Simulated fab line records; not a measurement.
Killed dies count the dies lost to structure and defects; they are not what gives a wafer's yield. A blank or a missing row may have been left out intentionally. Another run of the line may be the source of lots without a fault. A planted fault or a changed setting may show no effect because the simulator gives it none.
Chamber matching    flow n5 finfet    rie diel-02 running N5_HKMG_FIN_STRIP_93: 4 sister chambers
The step strips SOC in N2/H2, time 20 s. 18 wafers are shown with their chamber, then 9 later ones without.

## WAFERS PAIRED WITH THEIR CHAMBERS
wafer   chamber  throttle valve pct (%)  oes product au (a.u.)  showerhead plenum p Torr (Torr)
L076.3  1        18.8                    0.74                   3.45
L076.4  2        18.2                    0.93                   3.43
L076.6  1        18.8                    0.74                   3.45
L077.1  1        18.8                    0.75                   3.45
L077.2  0        18.8                    0.90                   3.43
L077.3  3        19.3                    0.69                   3.45
L080.4  0        18.8                    0.89                   3.42
L080.5  2        18.2                    0.91                   3.42
L080.6  1        18.8                    0.74                   3.45
L082.3  2        18.2                    0.91                   3.42
L082.4  1        18.8                    0.73                   3.44
L082.6  0        18.8                    0.88                   3.42
L084.2  1        18.8                    0.73                   3.44
L084.3  2        18.2                    0.91                   3.41
L084.6  2        18.2                    0.90                   3.41
L088.1  1        18.8                    0.73                   3.44
L088.5  1        18.8                    0.72                   3.44
L088.6  0        18.9                    0.86                   3.41

SIGNATURES (averages over the wafers above)
reading                   chamber 0  chamber 1  chamber 2  chamber 3  scatter within a chamber
throttle valve pct        18.825     18.800     18.200     19.300     0.0231
oes product au            0.8825     0.7350     0.9120     0.6900     0.0118
showerhead plenum p Torr  3.4200     3.4450     3.4180     3.4500     0.00697
Rule: for a wafer and a chamber, the distance is found by dividing, reading by reading, the gap between the wafer's reading and the chamber's mean by the reading's scatter, squaring, summing and taking the root. The wafer belongs to the nearest chamber; if the next one is less than 2 further off, it can't be placed. The scatter: take each reading less its chamber's mean, square it, sum over the shown wafers, divide by the number of wafers less the number of chambers, and take the root.

## WAFERS WHOSE CHAMBER IS MISSING
wafer   throttle valve pct (%)  oes product au (a.u.)  showerhead plenum p Torr (Torr)
L089.1  18.9                    0.85                   3.41
L089.2  18.8                    0.73                   3.43
L089.6  18.9                    0.85                   3.41
L093.2  18.9                    0.84                   3.40
L093.5  18.8                    0.72                   3.43
L093.6  18.9                    0.84                   3.40
L097.2  18.3                    0.86                   3.40
L097.4  19.0                    0.86                   3.43
L097.5  19.0                    0.86                   3.43

## WHICH CHAMBER EACH ONE RAN IN
wafer    from the rows above   in truth
L089.1   0                     0
L089.2   1                     1
L089.6   0                     0
L093.2   0                     0
L093.5   1                     1
L093.6   0                     0
L097.2   2                     2
L097.4   0                     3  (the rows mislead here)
L097.5   0                     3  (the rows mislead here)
7 of 9 placed correctly. Not placeable from these rows: 0. 2 placed wrongly.
